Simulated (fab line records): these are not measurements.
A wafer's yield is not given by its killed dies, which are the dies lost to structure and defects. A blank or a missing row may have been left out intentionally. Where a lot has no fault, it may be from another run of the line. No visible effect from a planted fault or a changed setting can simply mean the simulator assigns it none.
Which tool did it? ; flow n5 finfet ; 22 lots, 66 wafers sampled, at 4 steps of a route of 1938

## WHAT THE GAUGES READ, wafer by wafer
N5_BEOL_M11_OVL_MEAS_29.
lot;measured;on;V10_OVL (nm)
L074;day 10 04:39;overlay-02;0.5 1.1 0.5
L075;day 10 17:29;overlay-01;0.2 -0.9 -1.1
L076;day 11 02:43;overlay-01;0.1 0.1 -0.7
L077;day 11 02:29;overlay-01;-0.7 0.7 0.6
L078;day 11 02:40;overlay-01;0.2 0.3 -0.6
L079;day 11 08:55;overlay-02;0.8 0.0 0.1
L080;day 11 18:08;overlay-01;-0.2 -0.1 -0.6
L081;day 12 10:19;overlay-02;0.1 0.7 0.4
L083;day 12 10:29;overlay-02;0.4 0.3 0.3
L084;day 12 10:38;overlay-01;0.7 0.4 0.9
L088;day 13 13:32;overlay-02;0.2 -0.3 0.4
L087;day 13 13:42;overlay-02;0.5 1.5 -0.4
L086;day 13 13:52;overlay-02;0.4 -0.2 1.8
L090;day 14 10:44;overlay-01;0.0 -0.2 0.0
L089;day 14 10:55;overlay-01;0.6 0.9 0.9
L091;day 14 15:56;overlay-02;-0.3 0.8 0.5
L093;day 14 19:56;overlay-02;0.1 -0.3 1.0
L092;day 15 02:56;overlay-01;0.6 1.0 0.0
L094;day 15 05:47;overlay-01;0.8 0.5 1.6
L095;day 15 12:17;overlay-01;1.0 -1.3 0.8
L097;day 16 00:27;overlay-01;-0.8 -0.2 0.1
L096;day 16 08:53;overlay-01;-0.2 -0.5 -0.6

## EACH LOT AND THE TOOL THAT RAN IT (in order: tool; ch and the chambers of the sampled wafers; start)
lot;N5_BEOL_M10_DESCUM_33;N5_BEOL_M11_HM_DEP_02;N5_BEOL_M11_DESCUM_16
L074;rie diel-04 ch 0,1, day 9 20:30;pvd sputter-03, day 10 02:50;rie diel-03 ch 0,1, day 10 03:36
L075;rie diel-02 ch 0,1,3, day 10 10:13;pvd sputter-01, day 10 15:17;rie diel-05 ch 0,1, day 10 15:49
L076;rie diel-01 ch 0,1, day 10 17:32;pvd sputter-03, day 10 23:07;rie diel-05 ch 2,3, day 10 23:42
L077;rie diel-04 ch 0,2,3, day 10 17:35;pvd sputter-03, day 10 23:29;rie diel-03 ch 0,1,2, day 10 23:57
L078;rie diel-01 ch 0,2,3, day 10 18:01;pvd sputter-03, day 10 23:35;rie diel-06 ch 1,2, day 11 00:03
L079;rie diel-01 ch 0,1,3, day 11 02:44;pvd sputter-02, day 11 07:26;rie diel-05 ch 0,1,2, day 11 08:09
L080;rie diel-02 ch 1,2,3, day 11 09:29;pvd sputter-03, day 11 15:41;rie diel-06 ch 0,1,3, day 11 16:09
L081;rie diel-04 ch 0,1,3, day 12 02:03;pvd sputter-03, day 12 07:43;rie diel-06 ch 1,3, day 12 08:18
L083;rie diel-01 ch 1,2,3, day 12 02:36;pvd sputter-03, day 12 07:49;rie diel-03 ch 0,2,3, day 12 08:28
L084;rie diel-02 ch 0,2,3, day 12 04:06;pvd sputter-03, day 12 08:51;rie diel-03 ch 0,2,3, day 12 09:19
L088;rie diel-04 ch 0,1,2, day 13 04:44;pvd sputter-03, day 13 10:44;rie diel-03 ch 0,1,2, day 13 11:19
L087;rie diel-04 ch 0,3, day 13 05:11;pvd sputter-03, day 13 11:04;rie diel-06 ch 2,3, day 13 11:44
L086;rie diel-01 ch 0,1,3, day 13 05:28;pvd sputter-03, day 13 10:58;rie diel-03 ch 0,1,3, day 13 11:34
L090;rie diel-04 ch 0,1, day 14 01:44;pvd sputter-02, day 14 07:49;rie diel-05 ch 0,1,3, day 14 08:39
L089;rie diel-01 ch 0,2,3, day 14 01:55;pvd sputter-02, day 14 08:07;rie diel-06 ch 2,3, day 14 08:42
L091;rie diel-04 ch 0,1,3, day 14 07:32;pvd sputter-01, day 14 14:17;rie diel-06 ch 0,1,3, day 14 14:53
L093;rie diel-02 ch 0,1,3, day 14 13:43;pvd sputter-03, day 14 17:46;rie diel-03 ch 0,2,3, day 14 18:22
L092;rie diel-01 ch 0,3, day 14 19:54;pvd sputter-01, day 15 01:28;rie diel-06 ch 0,2,3, day 15 02:03
L094;rie diel-04 ch 1,2,3, day 14 23:02;pvd sputter-02, day 15 04:05;rie diel-03 ch 0,2,3, day 15 04:40
L095;rie diel-01 ch 0,1, day 15 04:39;pvd sputter-01, day 15 09:05;rie diel-05 ch 0,2, day 15 09:35
L097;rie diel-02 ch 0,3, day 15 12:23;pvd sputter-02, day 15 21:49;rie diel-05 ch 0,2, day 15 22:17
L096;rie diel-02 ch 0,3, day 16 00:31;pvd sputter-02, day 16 05:57;rie diel-05 ch 0,1, day 16 06:43
- N5_BEOL_M10_DESCUM_33: chemistry O2, time 7.9 s.
- N5_BEOL_M11_HM_DEP_02: deposits TiN, target thk 20 nm.
- N5_BEOL_M11_DESCUM_16: chemistry O2, time 7.9 s.

## AS READ BY THE TOOLS THEMSELVES (means over the sampled wafers that have a number; for cases with no such wafer, the mark the record gives instead)
N5_BEOL_M10_DESCUM_33.
lot;tool;drypump motor current A (A);o2 flow sccm (sccm);oes product au (a.u.);rf vpp V (V);showerhead plenum p Torr (Torr);throttle valve pct (%)
L074;rie diel-04;5.0;225.7;0.75;242.3;2.08;20.61
L075;rie diel-02;5.3;225.1;0.78;242.5;2.07;20.49
L076;rie diel-01;6.0;225.4;0.82;242.7;2.05;20.55
L077;rie diel-04;5.5;225.4;0.85;243.9;2.13;20.63
L078;rie diel-01;5.9;224.8;0.87;244.7;2.18;20.40
L079;rie diel-01;6.1;225.0;0.82;243.2;2.11;20.62
L080;rie diel-02;5.1;224.9;0.77;242.6;2.04;20.53
L081;rie diel-04;5.2;225.0;0.87;243.2;2.09;20.50
L083;rie diel-01;6.0;224.9;0.79;243.6;2.14;20.57
L084;rie diel-02;5.2;225.3;0.71;242.0;2.05;20.72
L088;rie diel-04;5.3;225.2;0.87;243.4;2.10;20.54
L087;rie diel-04;5.5;224.3;0.82;243.3;2.11;20.60
L086;rie diel-01;6.1;225.6;0.80;243.9;2.11;20.66
L090;rie diel-04;5.0;225.1;0.89;243.4;2.06;20.39
L089;rie diel-01;5.9;224.6;0.83;245.3;2.17;20.45
L091;rie diel-04;5.2;224.7;0.83;243.7;2.09;20.52
L093;rie diel-02;5.3;225.4;0.75;242.7;2.06;20.56
L092;rie diel-01;6.0;225.5;0.84;244.1;2.14;20.52
L094;rie diel-04;5.3;224.6;0.83;242.7;2.09;20.58
L095;rie diel-01;6.0;225.6;0.77;242.6;2.04;20.61
L097;rie diel-02;5.2;225.1;0.70;242.8;2.08;20.69
L096;rie diel-02;5.2;225.3;0.69;243.2;2.08;20.69

N5_BEOL_M11_HM_DEP_02.
lot;tool;throttle valve pct (%)
L074;pvd sputter-03;29.3
L075;pvd sputter-01;29.9
L076;pvd sputter-03;29.5
L077;pvd sputter-03;29.5
L078;pvd sputter-03;29.7
L079;pvd sputter-02;29.6
L080;pvd sputter-03;29.7
L081;pvd sputter-03;29.8
L083;pvd sputter-03;29.3
L084;pvd sputter-03;29.5
L088;pvd sputter-03;29.5
L087;pvd sputter-03;29.2
L086;pvd sputter-03;29.6
L090;pvd sputter-02;29.5
L089;pvd sputter-02;29.6
L091;pvd sputter-01;28.7
L093;pvd sputter-03;29.5
L092;pvd sputter-01;28.2
L094;pvd sputter-02;29.5
L095;pvd sputter-01;29.5
L097;pvd sputter-02;29.2
L096;pvd sputter-02;29.5

N5_BEOL_M11_DESCUM_16.
lot;tool;drypump motor current A (A);o2 flow sccm (sccm);oes product au (a.u.);rf vpp V (V);showerhead plenum p Torr (Torr);throttle valve pct (%)
L074;rie diel-03;5.2;224.8;0.70;244.2;2.15;20.41
L075;rie diel-05;5.5;224.7;0.87;244.6;2.18;20.34
L076;rie diel-05;5.8;225.6;0.91;243.7;2.09;20.41
L077;rie diel-03;5.1;224.7;0.77;242.9;2.12;20.26
L078;rie diel-06;5.6;224.8;0.77;242.4;2.04;20.71
L079;rie diel-05;5.6;225.4;0.88;243.2;2.12;20.34
L080;rie diel-06;5.9;225.2;0.81;243.4;2.08;20.47
L081;rie diel-06;5.8;225.5;0.83;243.1;2.11;20.42
L083;rie diel-03;5.1;224.2;0.79;243.8;2.10;20.24
L084;rie diel-03;5.1;224.9;0.79;242.4;2.10;20.23
L088;rie diel-03;5.1;225.0;0.74;243.7;2.11;20.29
L087;rie diel-06;6.4;224.3;0.79;243.2;2.07;20.42
L086;rie diel-03;5.2;225.1;0.72;243.7;2.13;20.42
L090;rie diel-05;5.4;224.9;0.76;243.9;2.15;20.39
L089;rie diel-06;6.4;224.3;0.78;243.6;2.07;20.44
L091;rie diel-06;5.9;225.3;0.79;243.0;2.07;20.51
L093;rie diel-03;5.1;225.3;0.77;243.3;2.10;20.25
L092;rie diel-06;6.0;225.1;0.76;242.5;2.03;20.61
L094;rie diel-03;5.1;224.3;0.77;243.0;2.09;20.27
L095;rie diel-05;5.8;224.8;0.83;242.0;2.05;20.38
L097;rie diel-05;5.5;225.7;0.78;241.6;2.05;20.29
L096;rie diel-05;5.5;225.6;0.81;243.9;2.16;20.41

## THE ANSWER, worked out from the rows above alone
Rule: the lots themselves supply what counts as usual. The widest of any qualifying gaps counts: lots, ordered by their means at a reading, are off when they make up no more than a third of the lots, leave a main group of 4 or more, and stand apart from it by 3 or more times the standard deviation of that group's means. If all means in a main group match to the digits the tables above print for the reading, that group is not used. Also off: a lot with no number at a reading for which 4 or more lots have one. Where the step has rows for the other lots, those lots are counted as sound. After the gauges, taken in route order, come the tools' own readings; for these a lot's mean is taken, as printed above. The first step at which some lot is off is used, and at that step the reading that is off furthest; a lot without a number counts as furthest.
None of the lots is off at any reading shown; this tells nothing.

## WHAT HAD BEEN PUT IN BY THE SIMULATOR
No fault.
